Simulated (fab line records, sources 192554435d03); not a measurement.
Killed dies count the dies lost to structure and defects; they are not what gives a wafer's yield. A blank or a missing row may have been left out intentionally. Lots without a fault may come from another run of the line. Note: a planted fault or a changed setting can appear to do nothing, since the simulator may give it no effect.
Which tool was responsible? + flow n5Finfet + at 1 step of a route of 1938, 10 lots with 28 wafers sampled

WHAT THE GAUGES READ, wafer by wafer
N5_START_INSPECT_01: inspects for defects (unpatterned scan).
| lot  | measured    | on               | rawDefectCount |
|------|-------------|------------------|----------------|
| L993 | day 1 12:02 | defectInspect-02 | 7 3 3          |
| L995 | day 2 00:02 | defectInspect-01 | 2 6 4          |
| L101 | day 3 12:02 | defectInspect-02 | 3 3 5          |
| L102 | day 3 18:02 | defectInspect-02 | 6 5 1          |
| L103 | day 4 00:02 | defectInspect-02 | 5 6 5          |
| L104 | day 4 06:02 | defectInspect-01 | 4 5 7          |
| L105 | day 4 12:02 | defectInspect-01 | 5 4 3          |
| L106 | day 4 18:02 | defectInspect-02 | 5 7 4          |
| L112 | day 6 06:02 | defectInspect-02 | 0 5 4          |
| L114 | day 6 18:02 | defectInspect-02 | 4              |

WHICH TOOL RAN EACH LOT (tool, then ch and the chambers of the sampled wafers, then the start)
There is no process step in the record ahead of these readings.

THE ANSWER, worked out from the rows above alone
Rule: what is usual is taken from the lots themselves. Put in order of their means at a reading, lots are off if they are a third of the lots or fewer, leave a main group of 4 or more, and stand apart from it by a gap of 3 or more times the standard deviation of the main group's means; of several such gaps the widest counts. If all means in a main group match to the digits the tables above print for the reading, that group is not used. Also off: a lot with no number at a reading for which 4 or more lots have one. Any other lot the step has rows for is counted as sound.
Across all readings shown, no lot is off: no conclusion can be drawn from this.

WHAT THE SIMULATOR PUT IN
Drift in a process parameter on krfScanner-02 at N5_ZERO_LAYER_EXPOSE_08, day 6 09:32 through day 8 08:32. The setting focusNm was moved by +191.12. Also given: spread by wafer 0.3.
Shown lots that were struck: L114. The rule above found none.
